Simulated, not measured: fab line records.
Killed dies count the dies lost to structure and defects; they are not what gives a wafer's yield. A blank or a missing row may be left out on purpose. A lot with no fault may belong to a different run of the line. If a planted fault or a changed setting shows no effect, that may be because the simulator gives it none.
A lot that was struck, set against a sound lot / flow nandHarc / 26 steps out of a route of 1302
Sound: the wafers L541.1, L541.5, L541.6. Wafers struck: L552.1, L552.4, L552.5. The cause is named last.
For every step that has rows: the tool of each side, followed by ch and its chambers, followed by its first start. Under that, the readings that differ: sound wafers / struck wafers / difference of the means / sigmas: that difference in standard deviations of wafers without a fault.
alike: readings whose means differ by less than 2 such deviations, and words and numbers that are the same on both sides. not compared: withheld readings, readings that some wafer has no value for, bounds like >300 that may hide the same value, and numbers for which the record gives no deviation and whose values overlap.
The two part at a step that has a row with sigmas, a row that says differs or no value, or rows on one side only. When numbers do not overlap yet have no deviation, they are printed without sigmas and do not part them. A reading missing from all wafers of one side parts the sides only when that side holds two or more wafers.

first, 4 steps without rows for these wafers: NHARC_A_CHANNEL_HOLE_D1_ETCH_38 (etches the open film in CF4, target depth 39 nm, time 65 s); NHARC_A_CHANNEL_HOLE_D1_ETCH_39 (etches the open film in N2/H2, target depth 260 nm, time 325 s); NHARC_A_CHANNEL_HOLE_D1_ETCH_34 (etches the open film in CF4/CHF3, target depth 154 nm, time 77 s); NHARC_A_CHANNEL_HOLE_D1_ETCH_16 (etches the open film in O2/COS, target depth 3100 nm, time 806 s).
NHARC_A_CHANNEL_HOLE_D1_CD_MEAS_18:
  sound on cdSem-01, day 9 19:30; struck on cdSem-01, day 14 14:22
  alike: cdNm
then, 2 steps without rows for these wafers: NHARC_A_CHANNEL_HOLE_D1_ETCH_19 (etches the open film in C4F8/O2/Ar, time 34.5 s); NHARC_A_CHANNEL_HOLE_D1_ETCH_20 (etches the open film in C4F8/O2/Ar, time 361.9 s, target depth 1600 nm).
NHARC_A_CHANNEL_HOLE_D1_ETCH_21: etches the open film in C4F8/O2/Ar, time 514.3 s, target depth 1600 nm.
  sound on harEtch-02 ch 0,1, day 9 20:00; struck on harEtch-02 ch 0,1, day 14 14:57
  alike: drypumpMotorCurrentA, showerheadPlenumPTorr, throttleValvePct
  not compared: rfHoursCounterH
then, 2 steps without rows for these wafers: NHARC_A_CHANNEL_HOLE_D1_ETCH_22 (etches the open film in C4F8/O2/Ar, time 666.7 s, target depth 1600 nm); NHARC_A_CHANNEL_HOLE_D1_ETCH_23 (etches the open film in C4F8/O2/Ar, time 819 s, target depth 1600 nm).
NHARC_A_CHANNEL_HOLE_D1_ETCH_24: etches the open film in C4F8/O2/Ar, time 906.2 s, target depth 1500 nm.
  sound on harEtch-02 ch 0,1, day 9 21:42; struck on harEtch-02 ch 0,1, day 14 16:43
  alike: drypumpMotorCurrentA, showerheadPlenumPTorr, throttleValvePct
  not compared: rfHoursCounterH
NHARC_A_CHANNEL_HOLE_D1_ETCH_25: etches the open film in C4F8/O2/Ar, time 1040.2 s, target depth 1500 nm.
  sound on harEtch-02 ch 0,1, day 9 22:28; struck on harEtch-02 ch 0,1, day 14 17:29
  alike: drypumpMotorCurrentA, showerheadPlenumPTorr, throttleValvePct
  not compared: rfHoursCounterH
NHARC_A_CHANNEL_HOLE_D1_ETCH_26: etches the open film in C4F8/O2/Ar, time 224.1 s, target depth 300 nm.
  sound on harEtch-02 ch 0,1, day 9 23:21; struck on harEtch-02 ch 0,1, day 14 18:14
  alike: drypumpMotorCurrentA, showerheadPlenumPTorr, throttleValvePct
  not compared: rfFwdPowerW, rfHoursCounterH
NHARC_A_CHANNEL_HOLE_D1_ETCH_33: etches the open film in C4F8/O2/Ar, time 90 s, target depth 400 nm.
  sound on harEtch-02 ch 0,1, day 9 23:33; struck on harEtch-02 ch 0,1, day 14 18:26
  alike: drypumpMotorCurrentA, rfFwdPowerW, showerheadPlenumPTorr, throttleValvePct
  not compared: rfHoursCounterH
then, 7 steps without rows for these wafers: NHARC_A_CHANNEL_HOLE_D1_STRIP_41 (strips in N2/H2); NHARC_A_CHANNEL_HOLE_D1_STRIP_42 (strips in CF4/CHF3); NHARC_A_CHANNEL_HOLE_D1_STRIP_43 (strips in O2/COS); NHARC_A_CHANNEL_HOLE_D1_ETCH_44 (etches the open film in CF4/O2, target depth 140 nm, overetch 14 nm, time 77 s); NHARC_A_CHANNEL_HOLE_D1_STRIP_27 (strips in O2); NHARC_A_CHANNEL_HOLE_D1_PRECLEAN_28 (cleans in SC1); NHARC_A_CHANNEL_HOLE_D1_SRD_29.
NHARC_A_CHANNEL_HOLE_D1_CD_MEAS_30:
  sound on cdSem-02, day 10 01:05; struck on cdSem-02, day 14 19:56
reading=cdNm (nm); sound=89.7 89.4 87.7; struck=91.9 91.7 90.2; difference=+2.3; sigmas=+2
NHARC_A_CHANNEL_HOLE_D1_XSEM_31:
  sound on xsem-02 ch 0, day 10 01:11; struck on xsem-02 ch 0, day 14 20:02
  alike: botCdNm, bowNm, tiltDeg
NHARC_A_CHANNEL_HOLE_D1_INSPECT_40:
  sound on defectInspect-01, day 10 01:16; struck on defectInspect-01, day 14 20:08
reading=rawDefectCount; sound=78 100 68; struck=595 562 577; difference=+496; sigmas=+18
then, 1 step without rows for these wafers: NHARC_A_CHANNEL_FILL_D1_PRECLEAN_00 (cleans in SC1).
-- jump in the record: it breaks off in module A_CHANNEL_FILL_D1 and resumes in module END (first step shown: number 1302 of the route), and 16 days separate the struck wafers' starts before and after --
NHARC_END_SORT_01:
  here the record holds rows for the struck wafers (prober-02 ch 0, day 30 18:41) but none for the sound ones

## WHERE THEY PART
At NHARC_A_CHANNEL_HOLE_D1_CD_MEAS_30 first; at NHARC_END_SORT_01 last (within this record only).

WHY: whatever the simulator had introduced
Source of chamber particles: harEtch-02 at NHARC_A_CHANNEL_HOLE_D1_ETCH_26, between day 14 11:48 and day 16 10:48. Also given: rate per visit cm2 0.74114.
